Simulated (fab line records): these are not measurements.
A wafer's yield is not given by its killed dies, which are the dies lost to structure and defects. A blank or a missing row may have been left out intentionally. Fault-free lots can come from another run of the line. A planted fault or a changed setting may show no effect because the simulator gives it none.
Chamber matching + flow n5-finfet + N5_BEOL_M6_CURE_74 on uv-cure-02: 3 sister chambers
The step cures SiCOH lowk, time 240 s. 3 wafers are shown with their chamber, then 11 later ones without.

## WAFERS, EACH WITH ITS CHAMBER
| wafer  | chamber | wafer_temp_C_max |
|--------|---------|------------------|
| L078.5 | 0       | 388.0            |
| L083.6 | 1       | 385.6            |
| L088.1 | 2       | 387.1            |

## WAFERS MISSING THEIR CHAMBER
| wafer  | wafer_temp_C_max |
|--------|------------------|
| L088.2 | 387.4            |
| L088.3 | 387.1            |
| L087.2 | 386.6            |
| L087.3 | 387.1            |
| L087.6 | 386.8            |
| L097.2 | 386.7            |
| L097.4 | 387.5            |
| L097.5 | 386.9            |
| L096.4 | 386.5            |
| L096.5 | 387.0            |
| L096.6 | 387.0            |

## CHAMBER TAKEN BY EACH
| wafer  | from the rows above     | in truth                   |
|--------|-------------------------|----------------------------|
| L088.2 | can't be placed: 2 or 0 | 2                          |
| L088.3 | 2                       | 2                          |
| L087.2 | can't be placed: 2 or 1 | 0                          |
| L087.3 | 2                       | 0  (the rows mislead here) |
| L087.6 | 2                       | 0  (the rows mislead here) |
| L097.2 | 2                       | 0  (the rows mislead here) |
| L097.4 | can't be placed: 2 or 0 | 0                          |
| L097.5 | 2                       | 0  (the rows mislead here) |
| L096.4 | can't be placed: 2 or 1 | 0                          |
| L096.5 | 2                       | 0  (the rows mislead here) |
| L096.6 | 2                       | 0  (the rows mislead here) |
Correctly placed: 1 of 11. From these rows, 4 cannot be placed; in 2 the true chamber is one of the candidates. 6 placed wrongly.
How it was worked out, from the rows above alone: a wafer's distance from a chamber is the root of the sum, over the readings, of the square of ((its reading less the chamber's mean) divided by the reading's scatter). If the next closest chamber is less than 2 further off than the closest, the wafer can't be placed; otherwise it belongs to the closest. The mean given for a chamber averages the wafers shown for that chamber. The scatter: with one shown wafer a chamber, the root of the mean of the squares of how far each hidden wafer lies from its nearest shown one.
